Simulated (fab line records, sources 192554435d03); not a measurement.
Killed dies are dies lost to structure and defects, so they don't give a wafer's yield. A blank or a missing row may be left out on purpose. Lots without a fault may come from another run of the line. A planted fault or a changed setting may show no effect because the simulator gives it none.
Chamber matching | flow n5_finfet | N5_BEOL_M2_ETCH_63 on rie_diel-04: 4 sister chambers
The step etches SiARC in CF4, target depth 15.6 nm, time 26 s. 16 wafers are shown with their chamber, then 8 later ones without.

WAFERS WITH THEIR CHAMBER
wafer  | chamber | throttle_valve_pct (%) | showerhead_plenum_p_Torr (Torr) | oes_product_au (a.u.)
L078.1 | 1       | 15.99                  | 2.20                            | 0.61
L078.4 | 0       | 15.20                  | 2.10                            | 0.87
L078.6 | 2       | 15.98                  | 2.20                            | 0.58
L080.1 | 2       | 15.98                  | 2.20                            | 0.57
L080.5 | 1       | 15.99                  | 2.20                            | 0.60
L080.6 | 2       | 15.98                  | 2.20                            | 0.58
L082.1 | 0       | 15.24                  | 2.09                            | 0.80
L082.3 | 3       | 15.31                  | 2.11                            | 0.81
L082.5 | 0       | 15.24                  | 2.09                            | 0.80
L083.1 | 1       | 16.03                  | 2.20                            | 0.60
L083.2 | 2       | 16.00                  | 2.19                            | 0.57
L083.5 | 0       | 15.23                  | 2.09                            | 0.82
L085.1 | 2       | 15.99                  | 2.19                            | 0.57
L085.2 | 0       | 15.24                  | 2.09                            | 0.81
L085.6 | 1       | 16.02                  | 2.20                            | 0.59
L087.1 | 1       | 16.03                  | 2.19                            | 0.59

SIGNATURES (means of the wafers above)
reading                  | chamber 0 | chamber 1 | chamber 2 | chamber 3 | scatter within a chamber
throttle_valve_pct       | 15.2300   | 16.0120   | 15.9860   | 15.3100   | 0.0163
showerhead_plenum_p_Torr | 2.0920    | 2.1980    | 2.1960    | 2.1100    | 0.00483
oes_product_au           | 0.8200    | 0.5980    | 0.5740    | 0.8100    | 0.0178
Rule: a wafer's distance from a chamber is the root of the sum, over the readings, of the square of ((its reading less the chamber's mean) divided by the reading's scatter). The wafer belongs to the nearest chamber; if the next one is less than 2 further off, it can't be placed. The scatter: the root of (the sum of the squares of (reading less its chamber's mean) over the shown wafers, divided by (wafers less chambers)).

WAFERS WITHOUT THEIR CHAMBER
wafer  | throttle_valve_pct (%) | showerhead_plenum_p_Torr (Torr) | oes_product_au (a.u.)
L087.2 | 15.26                  | 2.09                            | 0.79
L087.3 | 15.32                  | 2.10                            | 0.78
L089.1 | 15.29                  | 2.09                            | 0.78
L089.2 | 16.05                  | 2.19                            | 0.59
L089.5 | 15.25                  | 2.09                            | 0.78
L094.2 | 15.47                  | 2.19                            | 0.81
L094.3 | 15.37                  | 2.10                            | 0.75
L094.5 | 15.29                  | 2.08                            | 0.76

WHICH CHAMBER EACH WENT THROUGH
wafer  | from the rows above     | in truth
L087.2 | 0                       | 0
L087.3 | 3                       | 3
L089.1 | can't be placed: 0 or 3 | 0
L089.2 | can't be placed: 1 or 2 | 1
L089.5 | 0                       | 0
L094.2 | 3                       | 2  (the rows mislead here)
L094.3 | 3                       | 3
L094.5 | can't be placed: 0 or 3 | 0
Placed correctly: 4 of 8. Can't be placed from these rows: 3 (the true chamber is among the candidates in 3). Placed wrongly: 1.
